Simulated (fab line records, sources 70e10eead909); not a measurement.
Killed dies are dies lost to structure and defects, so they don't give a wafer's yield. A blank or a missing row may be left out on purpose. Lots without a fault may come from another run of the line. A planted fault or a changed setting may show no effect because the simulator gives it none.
fab line records | flow nand_harc
record lots=11 wafers=33 last_day=33
route steps=1302 shown A_STAIRCASE@702 END@1302
lots that met no fault: from a run of the same line without faults
start_h: hours from the record's first day to the start of the lot's first wafer shown | wait_h: hours since the lot's step before | " the same as in the row above | L1.1+2: a row that stands for several wafers | - no value, or no start given | * or withheld: withheld | < > ~ a bound
route shown NAME@n: a module of which the file shows steps, and the number in the route of the first | usual: mean/standard deviation of fault-free wafers | same: alike in all rows | chamber/n: place in a boat | sites: the reading at each site | _std_site: their standard deviation | _edge_site: outer sites' mean less inner sites' | radius_mm: how far each site lies from the wafer's centre | mask NAME#n: copy n | behind: the tool/chamber that last shaped the wafer | hold: why the lot was held/for how many hours/how that ended | device: the transistor (n, p or np) that didn't switch | end of line: the same wafers' tests at the end of the route | a step without rows: its recipe alone | killed: dies lost to structure and defects at the first sort, not the wafer's yield | map: a wafer's dies, x killed, . not, _ none there
set.NAME: the setting as run; set.NAME@STEP: as run at that earlier step | model.NAME: the simulator's own value behind a step, which no gauge read
steps of the route over a sample of lots; a table a step, a row a wafer
services: from which hour (start_h, from the record's first day; less than 0 if before it) a tool's chamber was out of use, for how many hours, and why
## steps
# step NHARC_A_STAIRCASE_ETCH_188
# recipe target_depth_a=1000 time_s=40.5 ion_energy_ev=400 c4f8_flow_sccm=20 o2_flow_sccm=10 ar_flow_sccm=withheld rf_w=600 bias_w=1000 chemistry=C4F8/O2
# usual chamber_pressure_mTorr=25.000/0.022 oes_product_au=0.941/0.015 rf_vpp_V=896/4.6
# columns lot.wafer tool chamber start_h wait_h chamber_pressure_mTorr oes_product_au rf_hours_counter_h rf_vpp_V
L984.2 rie_diel-08 3 - - 25.001 0.932 0 898
L984.4 " 0 " " 25.010 0.955 0 898
L984.5 " 3 " " 24.990 0.940 - 898
L986.1 rie_diel-09 3 - - 24.961 0.946 25 896
L986.4 " 1 " " 24.996 0.935 22 895
L986.6 " 0 " " 25.047 0.926 - 894
L993.3 rie_diel-08 2 - - 24.976 0.920 28 891
L993.4 " 0 " " 25.013 0.936 22 897
L993.6 " 1 " " 24.986 0.919 - 903
L994.2 rie_diel-09 3 - - 24.968 0.941 53 895
L994.1 " 0 " " 25.016 0.932 49 894
L994.6 " 2 " " 25.018 0.927 - 898
L995.3 rie_diel-08 3 - - 24.976 0.954 36 897
L995.2 " 1 " " 25.016 0.940 32 904
L995.6 " 0 " " 24.980 0.940 - 897
L997.4 rie_diel-03 1 - - 24.974 0.940 12 894
L997.3 " 0 " " 25.018 0.983 9 894
L997.5 " 2 " " 24.985 0.941 - 893
L996.4 rie_diel-03 3 - - 24.999 0.947 10 905
L996.2 " 2 " " 24.981 0.939 12 893
L996.5 " 3 " " 25.004 0.942 - 905
L101.4 rie_diel-03 1 - - 24.996 0.932 30 895
L101.1 " 3 " " 25.008 0.954 27 903
L101.2 " 0 " " 24.969 0.962 20 892
L102.2 rie_diel-08 1 - - 25.005 0.959 0 901
L102.6 " 2 " " 24.966 0.958 - 889
L102.5 " 3 " " 24.983 0.960 - 897
L104.4 rie_diel-08 0 - - 24.970 0.958 7 897
L104.5 " 2 " " 24.998 0.949 - 889
L104.6 " 3 " " 24.995 0.961 - 897
L105.3 rie_diel-08 0 - - 25.020 0.951 9 897
L105.6 " 1 " " 25.031 0.936 - 903
L105.5 " 2 " " 25.004 0.944 - 890
# step NHARC_A_STAIRCASE_TRIM_191
# recipe time_s=211.2 o2_flow_sccm=500 ar_flow_sccm=0 bias_w=0 chemistry=O2
# usual chamber_pressure_mTorr=59.99/0.05 drypump_motor_current_A=5.6/0.43 oes_product_au=0.999/0.012 rf_vpp_V=57.9/0.86 showerhead_plenum_p_Torr=3.54/0.12 throttle_valve_pct=17.036/0.0085
# columns lot.wafer tool chamber start_h wait_h chamber_pressure_mTorr drypump_motor_current_A oes_product_au rf_hours_counter_h rf_vpp_V showerhead_plenum_p_Torr throttle_valve_pct
L984.2 rie_diel-08 1 - - 59.97 5.6 0.998 0 59.1 3.75 17.041
L984.4 " 2 " " 59.99 5.7 0.989 0 58.5 3.37 17.030
L984.5 " 0 " " 59.94 5.6 1.008 - 55.8 3.59 17.035
L986.4 rie_diel-09 3 - - 59.90 6.6 0.990 25 57.4 3.53 17.027
L986.1 " 1 " " 59.92 5.7 0.985 22 60.5 3.50 17.032
L986.6 " 2 " " 60.10 5.5 0.987 - 59.4 3.61 17.042
L993.4 rie_diel-08 0 - - 60.10 5.6 1.009 23 58.1 3.58 17.027
L993.3 " 1 " " 59.98 5.6 0.994 24 57.1 3.73 17.034
L993.6 " 0 " " 59.98 5.6 1.008 - 57.9 3.58 17.030
L994.2 rie_diel-09 0 - - 60.02 5.8 0.977 49 58.1 3.46 17.037
L994.1 " 1 " " 60.01 5.7 0.989 50 58.1 3.48 17.038
L994.6 " 1 " " 59.96 5.7 1.003 - 59.3 3.48 17.024
L995.3 rie_diel-08 1 - - 60.05 5.6 1.006 32 58.4 3.73 17.027
L995.2 " 2 " " 59.92 5.7 0.991 35 57.0 3.35 17.033
L995.6 " 0 " " 59.97 5.6 1.003 - 57.6 3.57 17.043
L997.3 rie_diel-03 1 - - 60.07 6.1 1.002 12 57.8 3.46 17.033
L997.4 " 3 " " 59.96 5.7 1.016 10 58.3 3.77 17.034
L997.5 " 2 " " 59.95 4.8 1.008 - 57.4 3.44 17.034
L996.4 rie_diel-03 2 - - 59.97 4.8 1.007 12 56.4 3.44 17.048
L996.2 " 3 " " 59.94 5.7 1.008 10 57.8 3.77 17.022
L996.5 " 2 " " 60.01 4.8 0.999 - 58.3 3.44 17.045
L101.4 rie_diel-03 0 - - 60.01 5.3 1.010 20 58.4 3.42 17.051
L101.1 " 1 " " 60.00 6.1 1.001 30 58.6 3.46 17.042
L101.2 " 2 " " 59.99 4.9 0.995 30 57.4 3.43 17.029
L102.2 rie_diel-08 0 - - 60.01 5.6 1.001 0 57.1 3.56 17.048
L102.6 " 2 " " 59.94 5.7 0.996 - 57.7 3.34 17.043
L102.5 " 3 " " 60.03 5.0 0.991 - 58.4 3.56 17.044
L104.4 rie_diel-08 1 - - 59.95 5.6 1.001 7 57.7 3.71 17.037
L104.6 " 1 " " 59.97 5.6 1.001 - 58.3 3.71 17.029
L104.5 " 2 " " 60.03 5.7 0.993 - 56.8 3.34 17.036
L105.3 rie_diel-08 2 - - 59.99 5.7 0.993 11 58.0 3.34 17.029
L105.5 " 3 " " 60.01 5.0 0.994 - 57.8 3.56 17.037
L105.6 " 0 " " 59.96 5.6 1.010 - 57.3 3.56 17.034
# step NHARC_A_STAIRCASE_ETCH_201
# recipe target_depth_a=1000 time_s=40.5 ion_energy_ev=400 c4f8_flow_sccm=20 o2_flow_sccm=10 ar_flow_sccm=withheld rf_w=600 bias_w=1000 chemistry=C4F8/O2
# usual chamber_pressure_mTorr=24.998/0.024 oes_product_au=0.939/0.013 rf_vpp_V=896/4.1
# columns lot.wafer tool chamber start_h wait_h chamber_pressure_mTorr oes_product_au rf_hours_counter_h rf_vpp_V
L984.2 rie_diel-09 1 - - 25.007 0.937 18 897
L984.4 " 2 " " 25.060 0.942 18 899
L984.5 " 1 " " 24.963 0.937 - 894
L986.1 rie_diel-08 2 - - 24.976 0.932 6 890
L986.4 " 3 " " 25.027 0.932 - 897
L986.6 " 2 " " 24.962 0.940 - 890
L993.4 rie_diel-09 1 - - 24.990 0.936 46 893
L993.3 " 2 " " 24.998 0.932 51 899
L993.6 " 2 " " 25.003 0.917 - 898
L994.1 rie_diel-09 1 - - 25.014 0.926 51 895
L994.2 " 2 " " 25.002 0.906 56 899
L994.6 " 2 " " 25.013 0.922 - 899
L995.2 rie_diel-09 3 - - 25.023 0.941 55 896
L995.3 " 1 " " 25.038 0.933 53 895
L995.6 " 0 " " 24.999 0.928 - 893
L996.2 rie_diel-08 2 - - 24.980 0.940 43 889
L996.4 " 0 " " 24.980 0.935 40 897
L996.5 " 2 " " 25.008 0.940 - 888
L997.3 rie_diel-03 0 - - 25.052 0.964 11 893
L997.4 " 1 " " 25.008 0.960 14 895
L997.5 " 0 " " 25.000 0.965 - 894
L101.4 rie_diel-03 1 - - 25.009 0.935 30 892
L101.1 " 2 " " 25.030 0.941 30 891
L101.2 " 3 " " 25.010 0.941 27 905
L102.2 rie_diel-09 3 - - 25.025 0.960 20 894
L102.5 " 0 " " 24.974 0.956 - 892
L102.6 " 1 " " 25.013 0.940 - 894
L104.4 rie_diel-03 1 - - 24.986 0.934 41 894
L104.5 " 0 " " 25.015 0.981 - 891
L104.6 " 1 " " 24.995 0.933 - 893
L105.3 rie_diel-03 1 - - 24.973 0.945 43 893
L105.5 " 2 " " 24.989 0.947 - 893
L105.6 " 3 " " 25.032 0.955 - 905
# step NHARC_A_STAIRCASE_TRIM_202
# recipe time_s=211.2 o2_flow_sccm=500 ar_flow_sccm=0 bias_w=0 chemistry=O2
# usual chamber_pressure_mTorr=60.00/0.058 drypump_motor_current_A=5.6/0.44 oes_product_au=0.998/0.013 rf_vpp_V=57.9/0.88 showerhead_plenum_p_Torr=3.53/0.11 throttle_valve_pct=17.037/0.0082
# columns lot.wafer tool chamber start_h wait_h chamber_pressure_mTorr drypump_motor_current_A oes_product_au rf_hours_counter_h rf_vpp_V showerhead_plenum_p_Torr throttle_valve_pct
L984.4 rie_diel-09 0 379.42 - 60.04 5.8 0.976 19 58.6 3.48 17.026
L984.2 " 3 " " 59.93 6.6 0.998 19 58.5 3.54 17.029
L984.5 " 1 " " 60.12 5.7 0.987 - 57.2 3.50 17.031
L986.1 rie_diel-08 2 392.83 - 60.01 5.7 0.996 6 57.6 3.37 17.045
L986.6 " 3 " " 60.03 5.0 0.997 - 57.2 3.59 17.051
L986.4 " 2 " " 59.89 5.7 0.993 - 59.3 3.37 17.059
L993.4 rie_diel-09 2 464.98 - 59.93 5.5 0.824 51 59.5 3.60 17.050
L993.3 " 3 " " 60.02 6.6 0.826 50 57.1 3.52 17.035
L993.6 " 2 " " 59.93 5.5 0.814 - 58.4 3.59 17.032
L994.1 rie_diel-09 1 478.55 - 60.08 5.7 0.829 51 56.9 3.48 17.040
L994.2 " 3 " " 60.05 6.6 0.832 54 58.6 3.52 17.050
L994.6 " 0 " " 59.97 5.8 0.818 - 58.4 3.46 17.020
L995.3 rie_diel-09 0 483.48 - 60.12 5.7 0.810 51 57.0 3.46 17.031
L995.2 " 3 " " 60.04 6.6 0.834 55 58.7 3.52 17.033
L995.6 " 0 " " 59.95 5.7 0.819 - 56.8 3.46 17.029
L996.2 rie_diel-08 2 503.25 - 59.97 5.8 0.999 43 57.5 3.35 17.033
L996.4 " 0 " " 59.91 5.6 1.002 40 57.2 3.57 17.034
L996.5 " 1 " " 59.96 5.6 0.992 - 57.9 3.72 17.037
L997.3 rie_diel-03 0 503.40 - 60.08 5.3 1.026 11 56.2 3.42 17.045
L997.4 " 2 " " 59.94 4.8 1.000 14 56.8 3.44 17.027
L997.5 " 0 " " 59.91 5.3 1.017 - 57.6 3.42 17.027
L101.4 rie_diel-03 3 545.19 - 59.94 5.7 1.013 28 57.0 3.76 17.053
L101.2 " 0 " " 60.09 5.3 1.027 21 57.6 3.42 17.034
L101.1 " 1 " " 60.01 6.2 0.997 31 57.3 3.46 17.052
L102.2 rie_diel-09 0 556.69 - 59.94 5.7 1.000 15 56.8 3.45 17.033
L102.6 " 0 " " 59.95 5.7 1.000 - 57.4 3.45 17.034
L102.5 " 1 " " 59.98 5.7 0.990 - 57.8 3.47 17.039
L104.4 rie_diel-03 3 578.38 - 60.07 5.7 1.018 38 58.4 3.75 17.035
L104.5 " 2 " " 60.05 4.8 0.995 - 56.4 3.43 17.031
L104.6 " 3 " " 60.02 5.7 1.011 - 59.6 3.75 17.026
L105.3 rie_diel-03 0 584.04 - 59.99 5.3 1.034 35 60.0 3.41 17.048
L105.5 " 0 " " 60.01 5.3 1.032 - 56.7 3.41 17.040
L105.6 " 1 " " 59.92 6.1 0.974 - 56.6 3.45 17.051
# step NHARC_END_SORT_01
# recipe temp_c=25
# usual killed_at_array=49/18 killed_at_other=0.7/1.1 killed_at_periphery=4.0/2.6 killed_dies=54/19 killed_open=3.4/1.7 killed_short=2.5/1.7
# same gross_dies=677
# columns lot.wafer tool chamber start_h wait_h killed_at_array killed_at_other killed_at_periphery killed_dies killed_open killed_short
L993.3 prober-01 0 660.26 3.1 235 0 6 241 2 0
L993.4 prober-01 0 661.06 3.4 296 0 4 300 4 2
L993.6 prober-01 0 662.66 4.0 257 0 6 263 4 1
L994.1 prober-02 0 679.06 2.5 225 0 4 229 4 6
L994.2 prober-02 0 679.87 2.8 220 0 4 224 4 1
L994.6 prober-02 0 683.13 4.1 298 0 7 305 3 5
L995.2 prober-01 0 679.80 2.8 254 4 6 264 1 3
L995.3 prober-01 0 680.60 3.1 352 0 12 364 5 2
L995.6 prober-01 0 683.02 4.0 358 0 7 365 7 0
# killed by level:class
L993.3 A_STAIRCASE:area_trim=171 A_SLIT:chamber_film_flake=27 A_CHANNEL_HOLE_D1:chamber_film_flake=16 A_CHANNEL_HOLE_D2:chamber_film_flake=9 P_GATE:chamber_film_flake=5 A_CONTACT:chamber_film_flake=5 A_M0:chamber_film_flake=3 P_CONTACT:geometric_particle:open=1
L993.4 A_STAIRCASE:area_trim=206 A_CHANNEL_HOLE_D1:chamber_film_flake=37 A_SLIT:chamber_film_flake=21 A_CHANNEL_HOLE_D2:chamber_film_flake=8 A_ZERO_WELL:chamber_film_flake=4 A_M0:chamber_film_flake=4 A_CONTACT:chamber_film_flake=4 A_STAIRCASE:chamber_film_flake=3
L993.6 A_STAIRCASE:area_trim=191 A_SLIT:chamber_film_flake=26 A_CHANNEL_HOLE_D1:chamber_film_flake=15 A_CHANNEL_HOLE_D2:chamber_film_flake=8 A_CONTACT:chamber_film_flake=7 P_GATE:chamber_film_flake=3 A_CHANNEL_FILL_D2:chamber_film_flake=3 A_ZERO_WELL:chamber_film_flake=2
L994.1 A_STAIRCASE:area_trim=186 A_CHANNEL_HOLE_D2:chamber_film_flake=14 A_CHANNEL_HOLE_D1:chamber_film_flake=7 A_STAIRCASE:chamber_film_flake=5 A_ZERO_WELL:chamber_film_flake=3 P_CONTACT:geometric_particle:open=2 A_CHANNEL_FILL_D2:geometric_particle:short=2 P_GATE:chamber_film_flake=2
L995.2 A_STAIRCASE:area_trim=186 A_SLIT:chamber_film_flake=34 A_CHANNEL_HOLE_D1:chamber_film_flake=15 A_CONTACT:chamber_film_flake=11 THIN_TSV:chamber_film_flake=4 A_STAIRCASE:chamber_film_flake=3 P_CONTACT:geometric_particle:short=2 P_CONTACT:chamber_film_flake=2
L994.2 A_STAIRCASE:area_trim=195 A_CHANNEL_HOLE_D2:chamber_film_flake=13 A_M0:geometric_particle:open=3 A_CHANNEL_HOLE_D1:chamber_film_flake=3 P_GATE:chamber_film_flake=2 A_ZERO_WELL:chamber_film_flake=2 P_M0:geometric_particle:open=1 A_SGD_CUT:geometric_particle:short=1
L995.3 A_STAIRCASE:area_trim=272 A_CHANNEL_HOLE_D1:chamber_film_flake=34 A_SLIT:chamber_film_flake=31 A_CONTACT:chamber_film_flake=8 P_CONTACT:chamber_film_flake=5 P_ZERO_WELL:chamber_film_flake=2 A_M0:chamber_film_flake=2 P_STI:geometric_particle:open=1
L995.6 A_STAIRCASE:area_trim=289 A_SLIT:chamber_film_flake=27 A_CONTACT:chamber_film_flake=21 A_CHANNEL_HOLE_D1:chamber_film_flake=13 P_M2:chamber_film_flake=3 A_ONON_D1:geometric_particle:open=2 A_CHANNEL_FILL_D1:geometric_particle:open=2 P_CONTACT:chamber_film_flake=2
L994.6 A_STAIRCASE:area_trim=267 A_CHANNEL_HOLE_D2:chamber_film_flake=12 A_CHANNEL_HOLE_D1:chamber_film_flake=8 A_STAIRCASE:chamber_film_flake=2 A_CONTACT:chamber_film_flake=2 P_CONTACT:geometric_particle:short=1 P_CONTACT:geometric_particle:open=1 P_M0:geometric_particle:short=1
## services
# columns tool chamber start_h hours kind
rie_diel-08 - 368.21 9.0 pm
rie_diel-08 0 368.21 9.0 vent_cycle
rie_diel-08 1 368.21 9.0 vent_cycle
rie_diel-08 2 368.21 9.0 vent_cycle
rie_diel-08 3 368.21 9.0 vent_cycle
rie_diel-08 0 377.21 - clean
rie_diel-08 1 377.21 - clean
rie_diel-08 2 377.21 - clean
rie_diel-08 3 377.21 - clean
rie_diel-08 0 390.98 3.2 repair
rie_diel-08 0 401.71 - clean
rie_diel-08 1 401.71 - clean
rie_diel-08 2 401.71 - clean
rie_diel-08 3 401.71 - clean
rie_diel-08 0 426.21 - clean
rie_diel-08 1 426.21 - clean
rie_diel-08 2 426.21 - clean
rie_diel-08 3 426.21 - clean
rie_diel-03 2 432.20 15.3 repair
rie_diel-08 - 444.42 3.7 repair
rie_diel-03 - 458.56 9.0 pm
rie_diel-09 - 499.68 9.0 pm
rie_diel-08 1 542.38 3.7 repair
rie_diel-08 - 545.21 9.0 pm
## key
first_sign step=NHARC_A_STAIRCASE_TRIM_202 reading=oes_product_au direction=down sigmas=14 usual=0.998 struck=0.823
effect step=NHARC_END_SORT_01 reading=killed_at_array direction=up sigmas=12 usual=49 struck=277
more_kills_born_at NHARC_A_STAIRCASE_TRIM_202@rie_diel-09=1963
met_at NHARC_A_STAIRCASE_TRIM_202
struck_lots L993,L994,L995
tester_left_out L993,L994,L995
not_acting_at NHARC_A_STAIRCASE_ETCH_188,NHARC_A_STAIRCASE_TRIM_191,NHARC_A_STAIRCASE_ETCH_201
onset_between 379.42 464.98
fault kind=process_parameter_drift tool=rie_diel-09 chamber=- onset_h=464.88 steps=NHARC_A_STAIRCASE_TRIM_202 channel=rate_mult offset=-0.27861 shape=step end_h=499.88
# tester_left_out: of these lots the tester's yield and bins aren't shown, on N5 and GAA mostly nor the transistor test; their killed dies are dies lost to structure and defects alone, not to doping, threshold or leakage, so they don't give the yield
